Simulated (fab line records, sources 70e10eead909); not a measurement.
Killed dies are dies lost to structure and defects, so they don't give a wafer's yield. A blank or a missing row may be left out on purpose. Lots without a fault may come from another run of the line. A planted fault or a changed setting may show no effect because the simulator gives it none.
Which tool did it? | flow nand_harc | 12 lots, 36 wafers sampled, at 1 step of a route of 1302

WHAT THE GAUGES READ, wafer by wafer
NHARC_P_STI_CD_MEAS_16.
lot  | measured     | on        | cd_nm (nm)
L075 | day 3 07:21  | cd_sem-02 | 200.8 201.7 198.9
L077 | day 4 02:42  | cd_sem-03 | 199.7 200.6 198.7
L079 | day 4 23:21  | cd_sem-01 | 198.7 200.6 200.5
L081 | day 5 20:10  | cd_sem-01 | 199.9 199.1 203.0
L083 | day 6 15:35  | cd_sem-02 | 201.3 200.3 202.4
L085 | day 7 11:26  | cd_sem-01 | 201.4 202.9 203.5
L087 | day 8 06:45  | cd_sem-01 | 198.9 202.5 200.5
L089 | day 9 02:19  | cd_sem-02 | 200.3 201.9 203.5
L091 | day 9 23:19  | cd_sem-02 | 201.7 200.7 200.6
L093 | day 10 21:40 | cd_sem-01 | 200.6 200.6 201.3
L095 | day 11 13:11 | cd_sem-03 | 198.9 200.0 199.4
L096 | day 13 05:44 | cd_sem-01 | 200.8 199.7 199.0

WHICH TOOL RAN EACH LOT (tool, then ch and the chambers of the sampled wafers, then the start)
The record holds no process step before these readings.

THE ANSWER, worked out from the rows above alone
Rule: what is usual is taken from the lots themselves. Put in order of their means at a reading, lots are off if they are a third of the lots or fewer, leave a main group of 4 or more, and stand apart from it by a gap of 3 or more times the standard deviation of the main group's means; of several such gaps the widest counts. A main group whose means are all the same, to the digits that the tables above print for the reading, isn't used. A lot without any number at a reading at which 4 lots or more have one is off too. The other lots that the step has rows for count as sound.
No lot is off at any reading shown: from this, nothing can be told.

WHAT THE SIMULATOR HAD PUT IN
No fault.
